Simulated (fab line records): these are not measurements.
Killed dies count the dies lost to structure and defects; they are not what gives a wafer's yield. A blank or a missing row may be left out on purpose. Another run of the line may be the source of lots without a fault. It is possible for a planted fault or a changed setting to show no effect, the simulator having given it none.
3 desks, one fault / flow n5Finfet / every desk sees just its own numbers, and what lay behind them comes last

THE TOOL OWNER'S DESK: rieSi-05
The tool's own readings at N5_PMOS_HMC_CHANNEL_EPI_FIN_RECESS_16 (chemistry HBr/Cl2, target Si, target depth 54 nm, time 18 s): means of the sampled wafers that have a number, for each lot that ran on this tool. Any lot whose mean is over 4 standard deviations away from the usual mean is out of limits and marked OUT; that distance is given in the brackets.
Columns: A = chamberPressureMTorr at N5_PMOS_HMC_CHANNEL_EPI_FIN_RECESS_16, usual 10.000 mTorr; B = drypumpMotorCurrentA at N5_PMOS_HMC_CHANNEL_EPI_FIN_RECESS_16, usual 5.8 A; C = oesProductAu at N5_PMOS_HMC_CHANNEL_EPI_FIN_RECESS_16, usual 0.998 a.u.; D = rfFwdPowerW at N5_PMOS_HMC_CHANNEL_EPI_FIN_RECESS_16, usual 795.6 W; E = throttleValvePct at N5_PMOS_HMC_CHANNEL_EPI_FIN_RECESS_16, usual 35.48 %
lot=L556; first seen here=day 2 05:46; A=10.002; B=6.2; C=1.004; D=795.5; E=35.42
lot=L563; first seen here=day 3 23:59; A=10.006; B=6.2; C=0.996; D=793.1; E=35.45
lot=L567; first seen here=day 5 00:13; A=10.000; B=6.4; C=0.991; D=-; E=35.57
lot=L568; first seen here=day 5 06:43; A=10.007; B=5.9; C=0.992; D=-; E=35.39
Finding of this desk: none of the 4 lots has anything out of limits.

THE DEFECT DESK
What the inspections along the route counted, lot by lot: means of the sampled wafers that have a number. Any lot whose mean is over 4 standard deviations away from the usual mean is out of limits and marked OUT; that distance is given in the brackets.
Columns: A = rawDefectCount at N5_WELL_APT_INSPECT_10, usual 2.0
lot=L556; first seen here=day 2 01:40; A=1.3
lot=L558; first seen here=day 2 14:06; A=2.7
lot=L560; first seen here=day 3 01:55; A=2.0
lot=L563; first seen here=day 3 19:52; A=1.3
lot=L567; first seen here=day 4 20:11; A=2.0
lot=L568; first seen here=day 5 02:03; A=2.3
lot=L573; first seen here=day 6 07:47; A=1.0
lot=L574; first seen here=day 6 13:52; A=1.7
lot=L577; first seen here=day 7 07:46; A=1.7
Finding of this desk: none of the 9 lots has anything out of limits.

AT THE METROLOGY DESK
What the gauges read, lot by lot, whatever tool the lot ran on: means of the sampled wafers that have a number. Any lot whose mean is over 4 standard deviations away from the usual mean is out of limits and marked OUT; that distance is given in the brackets. Shown are 7 of the 13 readings it has, namely the first that went out of limits plus those furthest out on some lot.
Columns: A = HMC_CMP_THK at N5_PMOS_HMC_CHANNEL_EPI_THK_MEAS_22, usual 53.7 nm; B = CJ_P at N5_BEOL_M4_RC_MEAS_101, usual 5.83; C = DIBL_P at N5_BEOL_M4_RC_MEAS_101, usual 36.4 mV/V; D = IOFF_P at N5_BEOL_M4_RC_MEAS_101, usual 0.22 nA/um; E = ION_P at N5_BEOL_M4_RC_MEAS_101, usual 463 uA/um; F = VT_N at N5_BEOL_M4_RC_MEAS_101, usual 250 mV; G = VT_P at N5_BEOL_M4_RC_MEAS_101, usual -250 mV
lot=L556; first seen here=day 2 05:04; A=54.4; B=5.65; C=36.3; D=0.18; E=456; F=251; G=-254
lot=L558; first seen here=day 2 17:34; A=54.3; B=5.79; C=36.8; D=0.21; E=465; F=249; G=-249
lot=L560; first seen here=day 3 05:12; A=54.8; B=5.58; C=35.6; D=0.20; E=458; F=251; G=-250
lot=L563; first seen here=day 3 23:29; A=54.0; B=5.81; C=37.2; D=0.20; E=460; F=249; G=-252
lot=L567; first seen here=day 4 23:28; A=45.5 (-10) OUT; B=6.37; C=36.8; D=0.21; E=448; F=250; G=-249
lot=L568; first seen here=day 5 05:53; A=46.0 (-9.6) OUT; B=6.35; C=35.9; D=0.20; E=449; F=249; G=-250
lot=L573; first seen here=day 6 11:10; A=53.8; B=5.76; C=32.5; D=0.13; E=446; F=256; G=-258
lot=L574; first seen here=day 6 17:34; A=53.7; B=5.74; C=37.1; D=0.26; E=471; F=245; G=-245
lot=L577; first seen here=day 7 11:31; A=52.3; B=6.09; C=35.5; D=0.22; E=461; F=250; G=-250
Per this desk, out of limits: L567, L568; the first was L567, day 5 02:01 (HMC_CMP_THK at N5_PMOS_HMC_CHANNEL_EPI_THK_MEAS_22). L556, L558, L560, L563, L573, L574, L577: within limits.

TAKEN TOGETHER
At day 5 02:01 the metrology desk could have sounded an alarm, on L567, L568.
The desk of the tool owner found nothing out of limits.
The defect desk saw nothing out of limits.
The tool owner's desk has L567, L568 on record, within its limits.
The defect desk has L567, L568 on record, within its limits.
Every lot named ran N5_PMOS_HMC_CHANNEL_EPI_FIN_RECESS_16 on rieSi-05.

WHAT WAS PUT IN BY THE SIMULATOR
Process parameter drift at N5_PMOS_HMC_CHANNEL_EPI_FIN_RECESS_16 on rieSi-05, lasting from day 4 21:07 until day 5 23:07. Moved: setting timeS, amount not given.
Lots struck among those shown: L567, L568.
Per desk, hours elapsed from the start of the fault to the first reading out of limits: for the metrology desk, 5.
